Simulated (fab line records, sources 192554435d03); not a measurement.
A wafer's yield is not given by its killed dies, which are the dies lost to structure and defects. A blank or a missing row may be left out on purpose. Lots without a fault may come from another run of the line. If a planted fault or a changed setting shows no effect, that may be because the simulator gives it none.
The same fault as seen by 2 desks | flow n5-finfet | each desk has only its own numbers; what lay behind them comes last

## FOR THE TOOL OWNER'S DESK: rie-diel-01
The tool's own readings at N5_BEOL_M1_ETCH_64 (etches SOC in N2/H2, target depth 75 nm, overetch 15 nm, time 112.5 s): means of the sampled wafers that have a number, for each lot that ran on this tool. If a lot's mean is further than 4 standard deviations from the usual mean, the lot is out of limits and carries the mark OUT (the distance appears in the brackets).
Columns: A = drypump-motor-current-A at N5_BEOL_M1_ETCH_64, usual 5.6 A; B = oes-product-au at N5_BEOL_M1_ETCH_64, usual 0.63 a.u.; C = rf-vpp-V at N5_BEOL_M1_ETCH_64, usual 524.7 V; D = showerhead-plenum-p-Torr at N5_BEOL_M1_ETCH_64, usual 2.58 Torr; E = throttle-valve-pct at N5_BEOL_M1_ETCH_64, usual 17.72 %
lot  | first seen here | A   | B    | C     | D    | E
L414 | day 6 12:34     | 5.5 | 0.66 | 524.3 | 2.57 | 17.64
L427 | day 9 17:08     | 5.4 | 0.65 | 524.8 | 2.57 | 17.63
L428 | day 9 19:12     | 5.3 | 0.61 | 523.3 | 2.50 | 17.61
L432 | day 10 19:50    | 5.2 | 0.63 | 523.2 | 2.52 | 17.56
This desk's verdict: no lot among the 4 shows anything out of limits.

## AT THE METROLOGY DESK
Lot by lot, what the gauges showed, no matter which tool ran the lot: averages of those sampled wafers that carry a number. If a lot's mean is further than 4 standard deviations from the usual mean, the lot is out of limits and carries the mark OUT (the distance appears in the brackets). Only the readings that lie furthest out on some lot appear, 7 of the 10 it has.
Columns: A = DIBL_N at N5_BEOL_M4_RC_MEAS_101, usual 36.3 mV/V; B = DIBL_P at N5_BEOL_M4_RC_MEAS_101, usual 36.2 mV/V; C = IOFF_P at N5_BEOL_M4_RC_MEAS_101, usual 0.211 nA/um; D = ION_P at N5_BEOL_M4_RC_MEAS_101, usual 463 uA/um; E = SS_N at N5_BEOL_M4_RC_MEAS_101, usual 71.4 mV/dec; F = VT_N at N5_BEOL_M4_RC_MEAS_101, usual 249.3 mV; G = VT_P at N5_BEOL_M4_RC_MEAS_101, usual -250.1 mV
lot  | first seen here | A    | B    | C     | D   | E    | F     | G
L414 | day 8 13:41     | 39.0 | 38.8 | 0.255 | 465 | 71.8 | 246.3 | -247.4
L425 | day 11 06:29    | 37.0 | 37.1 | 0.192 | 456 | 72.3 | 251.2 | -254.0
L427 | day 11 09:48    | 36.5 | 35.9 | 0.239 | 471 | 71.6 | 244.9 | -246.2
L428 | day 11 20:56    | 38.6 | 37.1 | 0.264 | 472 | 72.2 | 247.1 | -245.6
L432 | day 12 12:25    | 35.8 | 35.0 | 0.195 | 460 | 71.2 | 247.6 | -254.1
This desk's verdict: no lot among the 5 shows anything out of limits.

## TAKEN TOGETHER
The tool owner's desk saw nothing out of limits.
From the metrology desk's view, nothing was out of limits.

## WHAT THE SIMULATOR PUT IN
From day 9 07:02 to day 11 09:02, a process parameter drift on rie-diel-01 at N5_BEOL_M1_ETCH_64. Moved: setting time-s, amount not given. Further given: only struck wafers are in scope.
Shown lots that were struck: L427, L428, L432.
